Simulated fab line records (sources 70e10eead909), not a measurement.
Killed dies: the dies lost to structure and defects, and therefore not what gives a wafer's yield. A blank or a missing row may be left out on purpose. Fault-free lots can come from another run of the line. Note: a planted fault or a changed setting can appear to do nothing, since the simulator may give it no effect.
Matching of chambers | flow nandHarc | NHARC_P_BONDPAD_ETCH_37 on rieDiel-08: 4 sister chambers
The step etches the open film in N2/H2, target depth 60 nm, overetch 18 nm, time 65.91 s. 4 wafers are shown with their chamber, then 11 later ones without.

WAFERS, EACH WITH ITS CHAMBER
wafer  | chamber | drypumpMotorCurrentA (A)
L086.6 | 1       | 5.8
L088.2 | 0       | 5.9
L091.6 | 3       | 5.6
L093.1 | 2       | 5.4

WAFERS MISSING THEIR CHAMBER
wafer  | drypumpMotorCurrentA (A)
L093.4 | 5.9
L093.5 | 5.9
L094.4 | 5.4
L094.5 | 5.8
L094.6 | 5.9
L096.1 | 5.6
L096.2 | 5.8
L096.3 | 5.4
L096.4 | 5.9
L096.5 | 5.6
L096.6 | 5.3

EACH ONE'S CHAMBER
wafer  | from the rows above | in truth
L093.4 | 0                   | 0
L093.5 | 0                   | 0
L094.4 | 2                   | 2
L094.5 | 1                   | 1
L094.6 | 0                   | 0
L096.1 | 3                   | 3
L096.2 | 1                   | 1
L096.3 | 2                   | 2
L096.4 | 0                   | 0
L096.5 | 3                   | 3
L096.6 | 2                   | 2
Placed correctly: 11 of 11. Left unplaced by these rows: 0. 0 placed wrongly.
How it was worked out, from the rows above alone: a wafer's distance from a chamber is the root of the sum, over the readings, of the square of ((its reading less the chamber's mean) divided by the reading's scatter). The wafer belongs to the nearest chamber; if the next one is less than 2 further off, it can't be placed. The mean given for a chamber averages the wafers shown for that chamber. The scatter: root of mean squared gap, hidden wafer to nearest shown wafer, with one shown wafer a chamber.
